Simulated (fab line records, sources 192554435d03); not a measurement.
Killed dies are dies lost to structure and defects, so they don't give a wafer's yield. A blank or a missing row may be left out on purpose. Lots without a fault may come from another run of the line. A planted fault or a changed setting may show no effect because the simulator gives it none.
Which tool did it? | flow n5_finfet | 11 lots, 33 wafers sampled, at 3 steps of a route of 1938

WHAT THE GAUGES READ, wafer by wafer
N5_STI_FIN_REVEAL_CD_MEAS_22: target cd 6.238 nm, pitch 28 nm.
lot  | measured    | on        | cd_nm (nm)
L075 | day 2 18:47 | cd_sem-01 | 6.73 6.16 6.07
L077 | day 3 07:44 | cd_sem-03 | 6.17 6.43 6.77
L079 | day 3 20:10 | cd_sem-01 | 6.46 5.96 6.29
L082 | day 4 13:35 | cd_sem-03 | 5.89 5.99 6.35
L084 | day 5 00:57 | cd_sem-01 | 5.93 6.54 6.36
L086 | day 5 15:40 | cd_sem-02 | 6.07 6.01 6.26
L088 | day 6 02:22 | cd_sem-02 | 6.54 6.26 6.17
L090 | day 6 13:36 | cd_sem-01 | 5.89 5.94 5.83
L092 | day 7 01:37 | cd_sem-02 | 6.43 6.59 6.45
L094 | day 7 13:20 | cd_sem-02 | 6.43 6.00 6.39
L096 | day 8 00:55 | cd_sem-03 | 6.50 6.17 5.85

WHICH TOOL RAN EACH LOT (tool, then ch and the chambers of the sampled wafers, then the start)
lot  | N5_FIN_CUT_ETCH_21                | N5_FIN_CUT_CUT_ETCH_27
L075 | rie_diel-01 ch 0,1,3, day 2 08:53 | rie_diel-01 ch 0,1,3, day 2 09:17
L077 | rie_diel-05 ch 1,3, day 2 21:42   | rie_diel-05 ch 1,3, day 2 22:05
L079 | rie_diel-01 ch 0,1, day 3 10:40   | rie_diel-01 ch 0,1, day 3 11:04
L082 | rie_diel-01 ch 0,2, day 4 03:46   | rie_diel-01 ch 0,2, day 4 04:10
L084 | rie_diel-03 ch 0,2,3, day 4 15:22 | rie_diel-03 ch 0,2,3, day 4 15:45
L086 | rie_diel-05 ch 0,2,3, day 5 06:02 | rie_diel-05 ch 0,2,3, day 5 06:26
L088 | rie_diel-03 ch 0,3, day 5 16:50   | rie_diel-03 ch 0,3, day 5 17:13
L090 | rie_diel-03 ch 0,3, day 6 04:07   | rie_diel-03 ch 0,3, day 6 04:30
L092 | rie_diel-01 ch 0,1,2, day 6 15:53 | rie_diel-01 ch 0,1,2, day 6 16:16
L094 | rie_diel-05 ch 0,1,3, day 7 03:53 | rie_diel-05 ch 0,1,3, day 7 04:17
L096 | rie_diel-05 ch 1,2, day 7 14:47   | rie_diel-05 ch 1,2, day 7 15:10
- N5_FIN_CUT_ETCH_21: etches SOC in N2/H2, target depth 219 nm, overetch 43.8 nm, time 523.5 s.
- N5_FIN_CUT_CUT_ETCH_27: etches SiO2 in CHF3/O2, target depth 4 nm, overetch 2 nm, time 4.9 s.

THE ANSWER, worked out from the rows above alone
Rule: what is usual is taken from the lots themselves. Put in order of their means at a reading, lots are off if they are a third of the lots or fewer, leave a main group of 4 or more, and stand apart from it by a gap of 3 or more times the standard deviation of the main group's means; of several such gaps the widest counts. A main group whose means are all the same, to the digits that the tables above print for the reading, isn't used. A lot without any number at a reading at which 4 lots or more have one is off too. The other lots that the step has rows for count as sound.
No lot is off at any reading shown: from this, nothing can be told.

WHAT THE SIMULATOR HAD PUT IN
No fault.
